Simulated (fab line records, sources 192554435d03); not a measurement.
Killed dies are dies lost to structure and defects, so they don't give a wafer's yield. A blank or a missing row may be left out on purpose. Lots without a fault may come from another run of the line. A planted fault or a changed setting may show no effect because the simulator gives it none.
Chamber matching | flow n5_finfet | N5_BEOL_M6_ETCH_66 on rie_diel-04: 4 sister chambers
The step etches SOC in N2/H2, target depth 80 nm, overetch 16 nm, time 120 s. 8 wafers are shown with their chamber, then 9 later ones without.

WAFERS WITH THEIR CHAMBER
wafer  | chamber | throttle_valve_pct (%) | showerhead_plenum_p_Torr (Torr)
L080.1 | 1       | 17.42                  | 2.60
L080.4 | 3       | 18.07                  | 2.63
L085.2 | 2       | 17.40                  | 2.69
L085.4 | 0       | 18.22                  | 2.51
L085.5 | 2       | 17.41                  | 2.69
L086.1 | 3       | 18.12                  | 2.62
L086.2 | 1       | 17.42                  | 2.59
L086.3 | 0       | 18.22                  | 2.50

WAFERS WITHOUT THEIR CHAMBER
wafer  | throttle_valve_pct (%) | showerhead_plenum_p_Torr (Torr)
L088.1 | 18.10                  | 2.62
L088.3 | 17.44                  | 2.59
L088.4 | 17.42                  | 2.69
L090.1 | 18.12                  | 2.62
L090.2 | 17.42                  | 2.68
L090.4 | 17.43                  | 2.59
L097.1 | 18.16                  | 2.61
L097.3 | 17.46                  | 2.68
L097.5 | 17.45                  | 2.58

WHICH CHAMBER EACH WENT THROUGH
wafer  | from the rows above | in truth
L088.1 | 3                   | 3
L088.3 | 1                   | 1
L088.4 | 2                   | 2
L090.1 | 3                   | 3
L090.2 | 2                   | 2
L090.4 | 1                   | 1
L097.1 | 3                   | 3
L097.3 | 2                   | 2
L097.5 | 1                   | 1
Placed correctly: 9 of 9. Can't be placed from these rows: 0. Placed wrongly: 0.
How it was worked out, from the rows above alone: a wafer's distance from a chamber is the root of the sum, over the readings, of the square of ((its reading less the chamber's mean) divided by the reading's scatter). The wafer belongs to the nearest chamber; if the next one is less than 2 further off, it can't be placed. A chamber's mean is the mean of its shown wafers. The scatter: the root of (the sum of the squares of (reading less its chamber's mean) over the shown wafers, divided by (wafers less chambers)).
